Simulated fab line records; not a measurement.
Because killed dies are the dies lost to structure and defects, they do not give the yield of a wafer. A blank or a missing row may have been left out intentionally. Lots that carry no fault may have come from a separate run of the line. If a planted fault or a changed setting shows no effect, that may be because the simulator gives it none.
Comparing a struck lot with a sound one -- flow nand harc -- 38 steps out of a route of 1159
Sound: the wafers L636.1, L636.3, L636.5. Struck: wafer L657.3 (left out: L657.5, L657.6 of the same lot, which were not struck); the cause appears at the end.
At each step with rows: each side's tool, then ch and its chambers, then its first start. Under that, the readings that differ: sound wafers -- struck wafers -- difference of the means -- sigmas: that difference in standard deviations of wafers without a fault.
alike: a reading whose means differ by less than 2 such deviations, as well as words and numbers matching on both sides. not compared: withheld readings; readings where some wafer has no value; bounds like >300 that might hide an equal value; numbers whose values overlap and for which the record gives no deviation.
The two part at a step that has a row with sigmas, a row that says differs or no value, or rows on one side only. Numbers that have no deviation but don't overlap get no sigmas and don't part them. Lack of a reading on every wafer of one side parts them only where that side has two or more wafers.

first, 7 steps without rows for these wafers: NHARC_A_STAIRCASE_COAT_435; NHARC_A_STAIRCASE_SOFTBAKE_436 (time 170 s); NHARC_A_STAIRCASE_EBR_437; NHARC_A_STAIRCASE_EXPOSE_438 (exposes mask STAIR REV); NHARC_A_STAIRCASE_PEB_439 (peb time 130 s); NHARC_A_STAIRCASE_DEVELOP_440 (time 140 s); NHARC_A_STAIRCASE_HARDBAKE_442 (time 140 s).
NHARC_A_STAIRCASE_DESCUM_443: chemistry O2, time 3 s.
  sound on rie diel-03 ch 0,2, day 14 12:39; struck on rie diel-13 ch 0, day 18 22:35
  alike: drypump motor current A, oes product au, rf vpp V, showerhead plenum p Torr, throttle valve pct
  not compared: rf hours counter h
then, 1 step without rows for these wafers: NHARC_A_STAIRCASE_ETCH_444 (etches the open film in C4F8/O2, target depth 10200 nm, time 3400 s).
NHARC_A_STAIRCASE_STRIP_446: strips in O2.
  sound on plasma asher-02 ch 0,1, day 14 15:17; struck on plasma asher-01 ch 0, day 19 01:07
  alike: drypump motor current A, heater power w
  not compared: rf hours counter h
NHARC_A_STAIRCASE_STRIP_447: strips in SPM, time 900 s.
  sound on wet bench-06 ch 1,3,5, day 14 15:35; struck on wet bench-01 ch 7, day 19 01:23
  alike: bath guard temp C
then, 9 steps without rows for these wafers: NHARC_A_STAIRCASE_PRECLEAN_448 (cleans in SC1); NHARC_A_STAIRCASE_SRD_449; NHARC_A_STAIRCASE_CMP_450 (polishes SiO2, target thk 200 nm); NHARC_A_STAIRCASE_CMP_152 (polishes); NHARC_A_STAIRCASE_SRD_154; NHARC_A_STAIRCASE_ETCH_403 (etches SiO2 in dHF, target depth 108.2 nm); NHARC_A_STAIRCASE_ETCHBACK_422 (etches the open film in CH3F/O2, target depth 40 nm, time 74.286 s); NHARC_A_STAIRCASE_ETCH_423 (etches SiO2 in dHF, target depth 30 nm); NHARC_A_STAIRCASE_ETCHBACK_157 (etches the open film in CH3F/O2, target depth 90 nm, time 167.14 s).
NHARC_A_STAIRCASE_STRIP_475: strips in O2, time 20 s.
  sound on rie diel-13 ch 0,2,3; struck on rie diel-03 ch 3
  alike: drypump motor current A, oes product au, rf vpp V, showerhead plenum p Torr, throttle valve pct
  not compared: rf hours counter h
NHARC_A_STAIRCASE_DEP_471: deposits SiO2, target thk 100 nm.
  sound on pecvd-03 ch 0,1,2, day 14 17:18; struck on pecvd-02 ch 1, day 19 03:00
reading,sound,struck,difference,sigmas
flow sccm (sccm),2642 2637 2651,2664,+21,+2
  alike: heater power w, susceptor temp C, throttle valve pct
NHARC_A_STAIRCASE_CMP_472: polishes SiO2.
  sound on cmp-03 ch 1,2,3, day 14 17:34; struck on cmp-02 ch 0, day 19 03:21
  alike: motor current A, retaining ring pressure frac, slurry flow ml min
then, 12 steps without rows for these wafers: NHARC_A_STAIRCASE_SRD_474; NHARC_A_SGD_CUT_DEP_00 (deposits SiNx, target thk 50 nm); NHARC_A_SGD_CUT_DEHYDRATE_01 (time 120 s); NHARC_A_SGD_CUT_HMDS_02 (time 30 s); NHARC_A_SGD_CUT_COAT_56 (time 75 s); NHARC_A_SGD_CUT_COAT_57 (time 65 s); NHARC_A_SGD_CUT_COAT_03 (resist thk 90 nm); NHARC_A_SGD_CUT_SOFTBAKE_04 (time 55 s); NHARC_A_SGD_CUT_EBR_05; NHARC_A_SGD_CUT_EXPOSE_06 (exposes mask SGD); NHARC_A_SGD_CUT_PEB_07 (peb time 65 s); NHARC_A_SGD_CUT_DEVELOP_08 (develop time 35 s).
NHARC_A_SGD_CUT_CD_MEAS_09: the cd target is 100 nm.
  sound on cd sem-01 ch 0, day 14 19:07; struck on cd sem-02 ch 0, day 19 04:25
  alike: cd nm
NHARC_A_SGD_CUT_OVL_MEAS_10:
  struck on overlay-01, day 19 04:29; sound on overlay-01, day 14 19:11
  alike: overlay x nm, overlay y nm
-- the record jumps here: 5 days lie between the struck wafers' starts before and after (it left off in module A_SGD_CUT and takes up again in module END, whose first step shown is number 1159 of the route) --
NHARC_END_SORT_01:
  only the struck wafers appear in the record here, on prober-01 ch 0 at day 24 10:05; the sound ones have no rows

WHERE THEY PART
Earliest at NHARC_A_STAIRCASE_DEP_471; latest, in this record, at NHARC_END_SORT_01.

WHY: the cause the simulator had injected
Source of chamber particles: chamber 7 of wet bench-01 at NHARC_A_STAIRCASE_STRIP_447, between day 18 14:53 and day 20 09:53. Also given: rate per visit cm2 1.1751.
